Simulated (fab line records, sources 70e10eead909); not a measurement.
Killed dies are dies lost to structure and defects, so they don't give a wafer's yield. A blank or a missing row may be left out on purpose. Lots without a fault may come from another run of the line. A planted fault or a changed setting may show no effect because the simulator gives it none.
Chamber matching | flow nand_harc | NHARC_A_CONTACT_ETCH_30 on rie_diel-01: 4 sister chambers
The step etches the open film in CF4/CHF3, target depth 72.6 nm, time 36.3 s. 15 wafers are shown with their chamber, then 7 later ones without.

WAFERS WITH THEIR CHAMBER
wafer  | chamber | drypump_motor_current_A (A) | rf_vpp_V (V) | cf4_flow_sccm (sccm)
L912.1 | 3       | 5.6                         | 369.3        | 100.04
L912.2 | 1       | 5.9                         | 372.1        | 99.80
L912.5 | 3       | 5.7                         | 369.3        | 100.31
L915.2 | 0       | 6.0                         | 372.8        | 100.77
L915.5 | 0       | 6.0                         | 374.1        | 100.23
L915.6 | 1       | 5.9                         | 370.6        | 100.31
L914.1 | 2       | 5.9                         | 370.8        | 100.08
L914.4 | 0       | 6.0                         | 375.3        | 99.86
L914.5 | 1       | 5.8                         | 373.4        | 99.85
L916.1 | 1       | 5.9                         | 372.3        | 100.02
L916.3 | 0       | 6.0                         | 373.9        | 99.48
L916.5 | 3       | 5.6                         | 369.6        | 100.63
L919.2 | 3       | 5.7                         | 368.9        | 100.03
L919.3 | 2       | 5.9                         | 370.4        | 99.88
L919.6 | 3       | 5.6                         | 366.9        | 100.46

SIGNATURES (means of the wafers above)
reading                 | chamber 0 | chamber 1 | chamber 2 | chamber 3 | scatter within a chamber
drypump_motor_current_A | 6.000     | 5.875     | 5.900     | 5.640     | 0.0421
rf_vpp_V                | 374.025   | 372.100   | 370.600   | 368.800   | 1.04
cf4_flow_sccm           | 100.0850  | 99.9950   | 99.9800   | 100.2940  | 0.352
Rule: a wafer's distance from a chamber is the root of the sum, over the readings, of the square of ((its reading less the chamber's mean) divided by the reading's scatter). The wafer belongs to the nearest chamber; if the next one is less than 2 further off, it can't be placed. The scatter: the root of (the sum of the squares of (reading less its chamber's mean) over the shown wafers, divided by (wafers less chambers)).

WAFERS WITHOUT THEIR CHAMBER
wafer  | drypump_motor_current_A (A) | rf_vpp_V (V) | cf4_flow_sccm (sccm)
L921.2 | 5.8                         | 371.6        | 100.55
L921.4 | 6.0                         | 373.6        | 100.08
L921.6 | 6.0                         | 372.3        | 100.25
L930.4 | 5.6                         | 369.0        | 99.84
L930.5 | 5.8                         | 372.3        | 100.09
L931.1 | 5.8                         | 370.4        | 99.83
L931.5 | 5.6                         | 368.6        | 99.77

WHICH CHAMBER EACH WENT THROUGH
wafer  | from the rows above          | in truth
L921.2 | can't be placed: 1 or 2      | 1
L921.4 | 0                            | 0
L921.6 | can't be placed: 0 or 2 or 1 | 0
L930.4 | 3                            | 3
L930.5 | can't be placed: 1 or 2      | 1
L931.1 | can't be placed: 2 or 1 or 3 | 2
L931.5 | 3                            | 3
Placed correctly: 3 of 7. Can't be placed from these rows: 4 (the true chamber is among the candidates in 4). Placed wrongly: 0.
